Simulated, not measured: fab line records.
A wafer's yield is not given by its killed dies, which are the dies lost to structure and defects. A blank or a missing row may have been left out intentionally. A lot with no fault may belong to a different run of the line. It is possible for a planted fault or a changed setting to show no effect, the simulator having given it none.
fab line records	flow n5-finfet
record lots=7	wafers=21
route steps=1938 shown BEOL_M4@1021 BEOL_M5@1130 BEOL_M6@1221 BEOL_M7@1268
start-h: hours from the record's first day to the start of the lot's first wafer shown	wait-h: hours elapsed since this lot's preceding step	" unchanged from the row above	L1.1+2: a row that stands for several wafers	- no value present, or no start provided	* or withheld: withheld	< > ~ a bound
route shown NAME@n: NAME is a module with steps in the file, n the number in the route of the first one	usual: mean and standard deviation over wafers with no fault	same: alike in all rows	chamber/n: place in a boat	sites: each site's reading	_std_site: standard deviation of those values	_edge_site: inner sites' mean taken away from outer sites' mean	radius-mm: for every site, how far away it sits from the centre of the wafer	mask NAME#n: copy n	behind: the most recent tool/chamber to have shaped the wafer	hold: cause of the lot's hold/its duration in hours/its outcome	device: the n, p or np transistor that did not switch	end of line: the route-end tests of the same wafers	step lacking rows: just its recipe	killed: dies lost to structure and defects at the first sort, not the wafer's yield	map: per-die view of a wafer (x killed, . not killed, _ where there is no die)
set.NAME: the setting the step ran with; set.NAME@STEP: the setting that earlier step ran with	model.NAME: the simulator's own value behind a step, which no gauge read
lots with deliberately changed settings; one table per step, one row per wafer
## steps
# step N5_BEOL_M4_ILD_DEP_00
# recipe material=SiOC	target-thk-a=790	temp-c=350	precursor=DEMS/O2	pressure-torr=5	rf-w=500	time-s=15.3
lot.wafer	tool	chamber	start-h	wait-h	set.time-s	model.SiOC_of_BEOL_M4_ILD_DEP_00.thk-nm
L074.2	pecvd-01	1	168.68	0.1	15.3	78.2
L074.3	"	2	"	"	17.11	89.2
L074.5	"	1	"	"	15.3	79.2
L078.3	pecvd-03	1	193.03	0.0	15.3	78.4
L078.5	"	2	"	"	14.28	74.4
L078.6	"	0	"	"	14.28	73
L082.3	pecvd-01	2	224.70	0.0	16.8	85.4
L082.5	"	0	"	"	16.8	86.2
L082.6	"	2	"	"	15.3	78.4
L085.1	pecvd-01	2	239.80	0.0	15.3	78.4
L085.2	"	1	"	"	15.3	78.2
L085.6	"	1	"	"	15.3	78
L090.2+5	pecvd-03	2,0	257.50	0.0	15.3	78.8
L090.4	"	1	"	"	15.3	79.2
L091.2	pecvd-03	1	279.77	0.0	15.3	78
L091.3	"	0	"	"	17.47	88.4
L091.5	"	2	"	"	17.47	90
L094.3	pecvd-03	1	284.56	0.0	15.3	77.6
L094.4	"	1	"	"	15.3	78.2
L094.5	"	0	"	"	15.3	78.6
# step N5_BEOL_M4_THK_MEAS_01
# recipe reads=SiOC_of_BEOL_M4_ILD_DEP_00
# usual M4_ILD_THK=78.7/0.89
lot.wafer	tool	chamber	start-h	wait-h	set.time-s@BEOL_M4_ILD_DEP_00	M4_ILD_THK[nm]
L074.2	film-metro-02	-	168.76	0.1	15.3	78.3
L074.3	"	-	"	"	17.11	89.2
L074.5	"	-	"	"	15.3	79.1
L078.3	film-metro-01	-	193.10	0.1	15.3	78.3
L078.5	"	-	"	"	14.28	74.3
L078.6	"	-	"	"	14.28	73.0
L082.3	film-metro-02	-	224.77	0.1	16.8	85.4
L082.5	"	-	"	"	16.8	86.3
L082.6	"	-	"	"	15.3	78.4
L085.1	film-metro-01	-	239.87	0.0	15.3	78.6
L085.2	"	-	"	"	15.3	78.3
L085.6	"	-	"	"	15.3	78.0
L090.2	film-metro-01	-	257.56	0.1	15.3	78.8
L090.4	"	-	"	"	15.3	79.3
L090.5	"	-	"	"	15.3	78.9
L091.2	film-metro-02	-	279.84	0.1	15.3	78.0
L091.3	"	-	"	"	17.47	88.5
L091.5	"	-	"	"	17.47	90.0
L094.3	film-metro-01	-	284.63	0.1	15.3	77.7
L094.4	"	-	"	"	15.3	78.2
L094.5	"	-	"	"	15.3	78.6
# step N5_BEOL_M4_COAT_62
# recipe resist=SiARC	temp-c=220	time-s=60	spin-rpm=1500	resist-thk-nm=12
lot.wafer	tool	chamber	start-h	wait-h	set.spin-rpm	model.SiARC_of_BEOL_M4_COAT_62.thk-nm
L074.2	litho-track-05	0	-	-	1500	12
L074.3	"	0	"	"	1582	11.6
L074.5	"	0	"	"	1582	11.8
L078.3+5+6	litho-track-04	0	-	-	1500	12
L082.3+6	litho-track-05	0	-	-	1500	12
L082.5	"	0	"	"	1433	12.2
L085.1+2+6	litho-track-05	0	-	-	1500	12
L090.2+4	litho-track-04	0	-	-	1607	11.6
L090.5	"	0	"	"	1500	12
L091.2	litho-track-02	0	-	-	1500	12
L091.3+5	"	0	"	"	1434	12.4
L094.3+4+5	litho-track-02	0	-	-	1500	12
# step N5_BEOL_M4_COAT_73
# recipe resist=underlayer	temp-c=205	time-s=60	spin-rpm=1500	resist-thk-nm=5
# step N5_BEOL_M4_COAT_05
# recipe resist=CAR-EUV	spin-rpm=1500	resist-thk-nm=30
# step N5_BEOL_M4_DESCUM_16
# recipe chemistry=O2	time-s=7	source-power-w=50	bias-power-w=20	pressure-mtorr=20	rf-frequency-hz=2.712e+07	temp-c=40	resist=CAR-EUV	o2-flow-sccm=225
# step N5_BEOL_M4_ETCH_74
# recipe chemistry=N2/H2	target=underlayer	target-depth-a=65	mask-material=CAR-EUV	time-s=5.2	ion-energy-ev=200	pressure-mtorr=30	source-w=840	bias-w=150	n2-flow-sccm=200	h2-flow-sccm=200	ends=cleared
# step N5_BEOL_M4_ETCH_63
# recipe chemistry=CF4	target=SiARC	target-depth-a=156	mask-material=CAR-EUV	time-s=26	ion-energy-ev=80	pressure-mtorr=40	source-w=545	bias-w=36	Ar_flow_sccm=100	cf4-flow-sccm=100	ends=cleared
lot.wafer	tool	chamber	start-h	wait-h	set.spin-rpm@BEOL_M4_COAT_62	model.etch.depth-nm
L074.2	rie-diel-03	2	169.89	0.0	1500	12.06
L074.3+5	"	3	"	"	1582	11.7
L078.3	rie-diel-04	3	194.39	0.0	1500	12.05
L078.5	"	1	"	"	1500	12.01
L078.6	"	0	"	"	1500	11.97
L082.3	rie-diel-04	3	226.32	0.0	1500	11.98
L082.5	"	2	"	"	1433	12.26
L082.6	"	3	"	"	1500	12.05
L085.1+2+6	rie-diel-03	2,0,2	240.61	0.0	1500	12
L090.2	rie-diel-03	3	258.42	0.0	1607	11.66
L090.4	"	2	"	"	1607	11.65
L090.5	"	0	"	"	1500	12.05
L091.2	rie-diel-03	1	280.55	0.0	1500	12.03
L091.3	"	2	"	"	1434	12.35
L091.5	"	3	"	"	1434	12.34
L094.3	rie-diel-01	1	287.70	0.0	1500	11.95
L094.4	"	2	"	"	1500	11.92
L094.5	"	1	"	"	1500	11.99
# step N5_BEOL_M5_ETCH_72
# recipe chemistry=N2/H2	target=underlayer	target-depth-a=65	mask-material=CAR-EUV	time-s=5.2	ion-energy-ev=200	pressure-mtorr=30	source-w=840	bias-w=150	n2-flow-sccm=200	h2-flow-sccm=200	ends=cleared
# usual etch-rf-on-time-s=5.17/0.07	rf-vpp-V=523.9/3
lot.wafer	tool	chamber	start-h	wait-h	set.bias-w	etch-rf-on-time-s	rf-vpp-V
L074.2	rie-diel-05	0	182.43	0.0	150	5.18	521.0
L074.3	"	2	"	"	150	5.21	526.2
L074.5	"	1	"	"	150	5.13	523.6
L078.3	rie-diel-05	1	210.72	0.0	150	5.19	523.1
L078.5	"	2	"	"	150	5.17	525.9
L078.6	"	1	"	"	150	5.10	522.0
L082.3	rie-diel-02	3	240.03	0.0	173.2	4.93	573.6
L082.5	"	3	"	"	173.2	4.89	571.7
L082.6	"	2	"	"	150	5.20	521.2
L085.1	rie-diel-05	2	261.48	0.0	158.9	5.02	543.6
L085.2	"	0	"	"	150	5.08	523.7
L085.6	"	1	"	"	150	5.15	524.0
L090.2	rie-diel-02	2	282.87	0.0	150	5.14	521.1
L090.4	"	1	"	"	150	5.16	529.4
L090.5	"	3	"	"	150	5.26	522.3
L091.2	rie-diel-06	1	290.46	0.0	150	5.05	517.7
L091.3	"	3	"	"	129	5.54	478.4
L091.5	"	1	"	"	129	5.52	470.3
L094.3	rie-diel-02	0	307.45	0.0	150	5.16	526.9
L094.4	"	2	"	"	150	5.14	521.1
L094.5	"	2	"	"	150	5.11	520.7
# step N5_BEOL_M5_COAT_74
# recipe resist=underlayer	temp-c=205	time-s=60	spin-rpm=1500	resist-thk-nm=5
lot.wafer	tool	chamber	start-h	wait-h	set.spin-rpm
L074.2+5	litho-track-04	0	-	-	1364
L074.3	"	0	"	"	1500
L078.3	litho-track-01	0	-	-	1500
L078.5+6	"	0	"	"	1569
L082.3+6	litho-track-03	0	-	-	1500
L082.5	"	0	"	"	1426
L085.1+6	litho-track-03	0	-	-	1500
L085.2	"	0	"	"	1544
L090.2+4+5	litho-track-01	0	-	-	1500
L091.2+3+5	litho-track-03	0	-	-	1500
L094.3+4+5	litho-track-04	0	-	-	1500
# step N5_BEOL_M5_COAT_22
# recipe resist=CAR-EUV	spin-rpm=1500	resist-thk-nm=30
# step N5_BEOL_M5_EBR_24
# recipe solvent=PGMEA	ebr-width-mm=1.5
# step N5_BEOL_M5_DESCUM_33
# recipe chemistry=O2	time-s=7	source-power-w=50	bias-power-w=20	pressure-mtorr=20	rf-frequency-hz=2.712e+07	temp-c=40	resist=CAR-EUV	o2-flow-sccm=225
# step N5_BEOL_M5_ETCH_75
# recipe chemistry=N2/H2	target=underlayer	target-depth-a=65	mask-material=CAR-EUV	time-s=5.2	ion-energy-ev=200	pressure-mtorr=30	source-w=840	bias-w=150	n2-flow-sccm=200	h2-flow-sccm=200	ends=cleared
lot.wafer	tool	chamber	start-h	wait-h	set.spin-rpm@BEOL_M5_COAT_74	model.etch.depth-nm
L074.2	rie-diel-05	1	185.87	0.0	1364	5.275
L074.3	"	0	"	"	1500	5.029
L074.5	"	1	"	"	1364	5.267
L078.3	rie-diel-02	2	214.41	0.0	1500	5.007
L078.5	"	1	"	"	1569	4.894
L078.6	"	0	"	"	1569	4.903
L082.3	rie-diel-05	2	242.26	0.0	1500	4.994
L082.5	"	3	"	"	1426	5.133
L082.6	"	2	"	"	1500	5
L085.1	rie-diel-06	3	264.96	0.0	1500	4.989
L085.2	"	2	"	"	1544	4.912
L085.6	"	0	"	"	1500	4.991
L090.2	rie-diel-02	1	285.98	0.0	1500	4.978
L090.4	"	0	"	"	1500	4.993
L090.5	"	1	"	"	1500	4.976
L091.2	rie-diel-06	0	292.67	0.0	1500	5.009
L091.3	"	2	"	"	1500	4.99
L091.5	"	2	"	"	1500	5
L094.3	rie-diel-02	3	308.31	0.0	1500	5.007
L094.4	"	0	"	"	1500	4.996
L094.5	"	0	"	"	1500	4.999
# step N5_BEOL_M6_COAT_22
# recipe resist=CAR-EUV	spin-rpm=1500	resist-thk-nm=30
lot.wafer	tool	chamber	start-h	wait-h	set.spin-rpm	model.CAR-EUV_of_BEOL_M6_COAT_22.thk-nm
L074.2	litho-track-01	0	-	-	1500	30
L074.3+5	"	0	"	"	1500	29.8
L078.3+5	litho-track-01	0	-	-	1421	31
L078.6	"	0	"	"	1500	30.2
L082.3+5	litho-track-05	0	-	-	1500	30
L082.6	"	0	"	"	1332	31.8
L085.1+6	litho-track-02	0	-	-	1500	29.8
L085.2	"	0	"	"	1432	30.4
L090.2	litho-track-01	0	-	-	1500	30
L090.4	"	0	"	"	1407	31
L090.5	"	0	"	"	1500	29.8
L091.2	litho-track-05	0	-	-	1618	28.8
L091.3+5	"	0	"	"	1500	30
L094.3	litho-track-01	0	-	-	1500	30
L094.4+5	"	0	"	"	1500	29.8
# step N5_BEOL_M6_EXPOSE_25
# recipe mask-id=V5	na=0.33	source-shape=annular	sigma-inner=0.4	sigma-outer=0.8	polarization=unpolarized	target-cd-nm=40	dose-mj=45
lot.wafer	tool	chamber	start-h	wait-h	mask	set.dose-mj
L074.2+5	euv-scanner-01	0	199.09	-	V5#0	41.75
L074.3	"	0	"	"	V5#0	45
L078.3	euv-scanner-02	0	225.07	-	V5#0	45
L078.5+6	"	0	"	"	V5#0	47.16
L082.3+6	euv-scanner-01	0	252.88	-	V5#0	45
L082.5	"	0	"	"	V5#0	46.1
L085.1+2+6	euv-scanner-02	0	277.01	-	V5#0	45
L090.2+4+5	euv-scanner-01	0	301.81	-	V5#0	45
L091.2+3	euv-scanner-02	0	306.11	-	V5#0	45
L091.5	"	0	"	"	V5#0	46.35
L094.3+4+5	euv-scanner-01	0	322.96	-	V5#0	45
# step N5_BEOL_M6_PEB_26
# recipe peb-temp-c=100	peb-time-s=60	resist=CAR-EUV
# step N5_BEOL_M6_DEVELOP_27
# recipe develop-time-s=30	developer=TMAH	resist=CAR-EUV	rinse-liquid=surfactant-rinse	dry=air-spin	dev-temp-c=23
lot.wafer	tool	chamber	start-h	wait-h	set.spin-rpm@BEOL_M6_COAT_22	model.CAR-EUV_of_BEOL_M6_COAT_22.thk-nm
L074.2	litho-track-01	0	-	-	1500	29.6
L074.3+5	"	0	"	"	1500	29.4
L078.3+5	litho-track-02	0	-	-	1421	30.6
L078.6	"	0	"	"	1500	29.8
L082.3	litho-track-05	0	-	-	1500	29.6
L082.5	"	0	"	"	1500	29.4
L082.6	"	0	"	"	1332	31.2
L085.1+6	litho-track-02	0	-	-	1500	29.4
L085.2	"	0	"	"	1432	30
L090.2	litho-track-01	0	-	-	1500	29.6
L090.4	"	0	"	"	1407	30.6
L090.5	"	0	"	"	1500	29.4
L091.2	litho-track-02	0	-	-	1618	28.4
L091.3+5	"	0	"	"	1500	29.6
L094.3+4+5	litho-track-01	0	-	-	1500	29.4
# step N5_BEOL_M6_CD_MEAS_28
# recipe target-cd-nm=40	landing-energy-ev=500	detector=se-inlens
# usual cd-nm=39.98/0.25
lot.wafer	tool	chamber	start-h	wait-h	set.dose-mj@BEOL_M6_EXPOSE_25	cd-nm
L074.2	cd-sem-02	0	199.22	-	41.75	38.08
L074.3	"	0	"	"	45	39.68
L074.5	"	0	"	"	41.75	38.27
L078.3	cd-sem-02	0	225.19	-	45	40.31
L078.5	"	0	"	"	47.16	41.04
L078.6	"	0	"	"	47.16	41.25
L082.3	cd-sem-03	0	253.00	-	45	39.74
L082.5	"	0	"	"	46.1	40.85
L082.6	"	0	"	"	45	40.37
L085.1	cd-sem-03	0	277.15	-	45	39.92
L085.2	"	0	"	"	45	39.79
L085.6	"	0	"	"	45	39.91
L090.2	cd-sem-01	0	301.93	-	45	40.19
L090.4	"	0	"	"	45	39.88
L090.5	"	0	"	"	45	39.54
L091.2	cd-sem-02	0	306.24	-	45	40.00
L091.3	"	0	"	"	45	40.50
L091.5	"	0	"	"	46.35	40.70
L094.3	cd-sem-02	0	323.09	-	45	39.62
L094.4	"	0	"	"	45	39.68
L094.5	"	0	"	"	45	39.69
# step N5_BEOL_M6_DESCUM_33
# recipe chemistry=O2	time-s=7	source-power-w=50	bias-power-w=20	pressure-mtorr=20	rf-frequency-hz=2.712e+07	temp-c=40	resist=CAR-EUV	o2-flow-sccm=225
lot.wafer	tool	chamber	start-h	wait-h	set.dose-mj@BEOL_M6_EXPOSE_25	model.BEOL_M6.cd-nm
L074.2	rie-diel-04	1	199.34	0.0	41.75	38.2
L074.3	"	0	"	"	45	40
L074.5	"	0	"	"	41.75	38.4
L078.3	rie-diel-04	0	225.31	0.0	45	40
L078.5+6	"	3,0	"	"	47.16	40.8
L082.3+6	rie-diel-01	2	254.55	1.5	45	40.2
L082.5	"	3	"	"	46.1	40.6
L085.1+2+6	rie-diel-01	3,1,1	277.27	0.0	45	39.8
L090.2+4+5	rie-diel-03	1,2,1	302.06	0.0	45	39.8
L091.2	rie-diel-03	2	306.64	0.3	45	40.2
L091.3	"	0	"	"	45	40
L091.5	"	3	"	"	46.35	40.8
L094.3+4	rie-diel-03	1,0	323.21	0.0	45	40
L094.5	"	1	"	"	45	39.8
# step N5_BEOL_M6_ETCH_72
# recipe chemistry=N2/H2	target=underlayer	target-depth-a=65	mask-material=CAR-EUV	time-s=5.2	ion-energy-ev=200	pressure-mtorr=30	source-w=840	bias-w=150	n2-flow-sccm=200	h2-flow-sccm=200	ends=cleared
lot.wafer	tool	chamber	start-h	wait-h	set.dose-mj@BEOL_M6_EXPOSE_25	model.BEOL_M6.cd-nm
L074.2	rie-diel-04	1	199.37	0.0	41.75	38.2
L074.3	"	0	"	"	45	40
L074.5	"	0	"	"	41.75	38.4
L078.3	rie-diel-04	0	225.35	0.0	45	40
L078.5	"	3	"	"	47.16	40.8
L078.6	"	0	"	"	47.16	41
L082.3+6	rie-diel-01	2	254.59	0.0	45	40.2
L082.5	"	3	"	"	46.1	40.8
L085.1	rie-diel-01	3	277.30	0.0	45	40
L085.2+6	"	1	"	"	45	39.8
L090.2+4+5	rie-diel-03	1,2,1	302.09	0.0	45	39.8
L091.2	rie-diel-03	2	306.67	0.0	45	40.2
L091.3	"	0	"	"	45	40
L091.5	"	3	"	"	46.35	40.8
L094.3+4	rie-diel-03	1,0	323.24	0.0	45	40
L094.5	"	1	"	"	45	39.8
# step N5_BEOL_M6_ETCH_65
# recipe chemistry=CF4	target=SiARC	target-depth-a=156	mask-material=CAR-EUV	time-s=26	ion-energy-ev=80	pressure-mtorr=40	source-w=545	bias-w=36	Ar_flow_sccm=100	cf4-flow-sccm=100	ends=cleared
lot.wafer	tool	chamber	start-h	wait-h	set.dose-mj@BEOL_M6_EXPOSE_25	model.BEOL_M6.cd-nm
L074.2	rie-diel-04	1	199.39	0.0	41.75	38
L074.3	"	0	"	"	45	40
L074.5	"	0	"	"	41.75	38.2
L078.3	rie-diel-04	0	225.37	0.0	45	40
L078.5+6	"	3,0	"	"	47.16	40.8
L082.3	rie-diel-01	2	254.61	0.0	45	40.2
L082.5	"	3	"	"	46.1	40.8
L082.6	"	2	"	"	45	40.4
L085.1+6	rie-diel-01	3,1	277.32	0.0	45	40
L085.2	"	1	"	"	45	39.8
L090.2+4+5	rie-diel-03	1,2,1	302.11	0.0	45	39.8
L091.2+3	rie-diel-03	2,0	306.69	0.0	45	40.2
L091.5	"	3	"	"	46.35	41
L094.3	rie-diel-03	1	323.26	0.0	45	40
L094.4	"	0	"	"	45	40.2
L094.5	"	1	"	"	45	39.8
# step N5_BEOL_M7_COAT_59
# recipe resist=SOC	temp-c=250	time-s=60	spin-rpm=1500	resist-thk-nm=100
lot.wafer	tool	chamber	start-h	wait-h	set.spin-rpm	model.SOC_of_BEOL_M7_COAT_59.thk-nm
L074.2	litho-track-04	0	207.24	0.1	1500	99.8
L074.3	"	0	"	"	1500	100.4
L074.5	"	0	"	"	1399	103.4
L078.3	litho-track-04	0	231.03	0.1	1401	104
L078.5	"	0	"	"	1401	103.8
L078.6	"	0	"	"	1500	100
L082.3	litho-track-03	0	260.69	0.1	1367	104.6
L082.5+6	"	0	"	"	1500	99.6
L085.1+6	litho-track-04	0	283.62	0.1	1500	100.2
L085.2	"	0	"	"	1500	100.6
L090.2	litho-track-04	0	307.38	0.1	1365	105.2
L090.4+5	"	0	"	"	1500	100
L091.2+5	litho-track-04	0	312.20	0.1	1500	99.6
L091.3	"	0	"	"	1500	99.8
L094.3+5	litho-track-03	0	329.34	0.1	1500	100.4
L094.4	"	0	"	"	1500	99.8
## key
split step=N5_BEOL_M4_ILD_DEP_00	setting=time-s	stated=15.3	by=wafer
response step=N5_BEOL_M4_ILD_DEP_00	reading=model.SiOC_of_BEOL_M4_ILD_DEP_00.thk-nm	change=+0.803	per=1%	r=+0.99
response step=N5_BEOL_M4_THK_MEAS_01	reading=M4_ILD_THK	change=+0.805	per=1%	r=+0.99
split step=N5_BEOL_M4_COAT_62	setting=spin-rpm	stated=1500	by=wafer
response step=N5_BEOL_M4_COAT_62	reading=model.SiARC_of_BEOL_M4_COAT_62.thk-nm	change=-0.0595	per=1%	r=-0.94
response step=N5_BEOL_M4_ETCH_63	reading=model.etch.depth-nm	change=-0.0605	per=1%	r=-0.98
split step=N5_BEOL_M5_ETCH_72	setting=bias-w	stated=150	by=wafer
response step=N5_BEOL_M5_ETCH_72	reading=etch-rf-on-time-s	change=*	per=1%	r=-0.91
response step=N5_BEOL_M5_ETCH_72	reading=rf-vpp-V	change=+3.23	per=1%	r=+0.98
split step=N5_BEOL_M5_COAT_74	setting=spin-rpm	stated=1500	by=wafer
response step=N5_BEOL_M5_ETCH_75	reading=model.etch.depth-nm	change=-0.0264	per=1%	r=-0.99
split step=N5_BEOL_M6_COAT_22	setting=spin-rpm	stated=1500	by=wafer
response step=N5_BEOL_M6_COAT_22	reading=model.CAR-EUV_of_BEOL_M6_COAT_22.thk-nm	change=-0.158	per=1%	r=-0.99
response step=N5_BEOL_M6_DEVELOP_27	reading=model.CAR-EUV_of_BEOL_M6_COAT_22.thk-nm	change=-0.154	per=1%	r=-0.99
split step=N5_BEOL_M6_EXPOSE_25	setting=dose-mj	stated=45	by=wafer
response step=N5_BEOL_M6_CD_MEAS_28	reading=cd-nm	change=+0.202	per=1%	r=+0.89
response step=N5_BEOL_M6_DESCUM_33	reading=model.BEOL_M6.cd-nm	change=+0.213	per=1%	r=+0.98
response step=N5_BEOL_M6_ETCH_72	reading=model.BEOL_M6.cd-nm	change=+0.224	per=1%	r=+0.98
response step=N5_BEOL_M6_ETCH_65	reading=model.BEOL_M6.cd-nm	change=+0.235	per=1%	r=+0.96
split step=N5_BEOL_M7_COAT_59	setting=spin-rpm	stated=1500	by=wafer
response step=N5_BEOL_M7_COAT_59	reading=model.SOC_of_BEOL_M7_COAT_59.thk-nm	change=-0.56	per=1%	r=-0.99
